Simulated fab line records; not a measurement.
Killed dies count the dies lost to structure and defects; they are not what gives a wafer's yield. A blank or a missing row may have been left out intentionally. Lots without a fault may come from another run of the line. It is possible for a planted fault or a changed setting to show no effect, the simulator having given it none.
A struck lot beside a sound one | flow n5_finfet | 23 out of 1938 route steps
Sound: wafers L643.1, L643.3, L643.4. Wafers struck: L651.1, L651.4, L651.5. The cause comes at the end.
Each step with rows lists, per side, the tool, then ch with its chambers, then its first start. Under that, the readings that differ: sound wafers | struck wafers | difference of the means | sigmas: that difference in standard deviations of wafers without a fault.
alike: readings with means less than 2 such deviations apart, plus words and numbers identical on both sides. not compared: withheld readings, readings lacking a value on some wafer, bounds such as >300 that could conceal the same value, and numbers that have no deviation in the record and whose values overlap.
Wherever a step has rows on one side only, a row that says differs or no value, or a row with sigmas, the two part there. Non-overlapping numbers with no deviation appear without sigmas and do not part them. A reading that every wafer of one side lacks parts them only if that side has two wafers or more.

first, 9 steps without rows for these wafers: N5_BEOL_M5_PEB_09 (peb time 60 s); N5_BEOL_M5_DEVELOP_10 (develop time 30 s); N5_BEOL_M5_DESCUM_16 (chemistry O2, time 7 s); N5_BEOL_M5_ETCH_72 (etches underlayer in N2/H2, target depth 6.5 nm, time 5.2 s); N5_BEOL_M5_ETCH_61 (etches SiARC in CF4, target depth 15.6 nm, time 26 s); N5_BEOL_M5_ETCH_62 (etches SOC in N2/H2, target depth 75 nm, overetch 15 nm, time 112.5 s); N5_BEOL_M5_STRIP_63 (strips in N2/H2); N5_BEOL_M5_STRIP_73 (strips in N2/H2); N5_BEOL_M5_STRIP_64 (strips in CF4).
N5_BEOL_M5_HM_OPEN_17: chemistry Cl2/BCl3, target TiN, target depth 20 nm, overetch 6 nm.
  sound on rie_metal-02 ch 0,1, day 8 12:59; struck on rie_metal-02 ch 0,1, day 10 16:12
  alike: drypump_motor_current_A, oes_product_au, throttle_valve_pct
  not compared: rf_hours_counter_h
then, 10 steps without rows for these wafers: N5_BEOL_M5_STRIP_19 (strips in O2); N5_BEOL_M5_COAT_65 (time 60 s, resist thk 60 nm); N5_BEOL_M5_COAT_66 (time 60 s, resist thk 12 nm); N5_BEOL_M5_COAT_74 (time 60 s, resist thk 5 nm); N5_BEOL_M5_COAT_22 (resist thk 30 nm); N5_BEOL_M5_EBR_24; N5_BEOL_M5_SOFTBAKE_23 (time 60 s); N5_BEOL_M5_EXPOSE_25 (exposes mask V4, defocus 10 nm); N5_BEOL_M5_PEB_26 (peb time 60 s); N5_BEOL_M5_DEVELOP_27 (develop time 30 s).
N5_BEOL_M5_INSPECT_30: inspects for defects (brightfield).
  sound on defect_inspect-01 at day 8 13:50; struck on defect_inspect-01 at day 10 17:11
  reading          | sound       | struck       | difference | sigmas
  raw_defect_count | 280 263 378 | 783 1060 893 | +605       | +7
then, 1 step without rows for these wafers: N5_BEOL_M5_DESCUM_33 (chemistry O2, time 7 s).
-- a jump in the record: the struck wafers' starts before and after are 4 days apart (it breaks off in module BEOL_M5 and resumes in module PASSIVATION, where the first step shown is number 1936 of the route) --
N5_PASSIVATION_PROBE_49:
  the record has rows for the struck wafers here (prober-01, day 14 08:31) and none for the sound ones

## WHERE THEY PART
First at N5_BEOL_M5_INSPECT_30; last, within this record, at N5_PASSIVATION_PROBE_49.

WHY: what the simulator had put in
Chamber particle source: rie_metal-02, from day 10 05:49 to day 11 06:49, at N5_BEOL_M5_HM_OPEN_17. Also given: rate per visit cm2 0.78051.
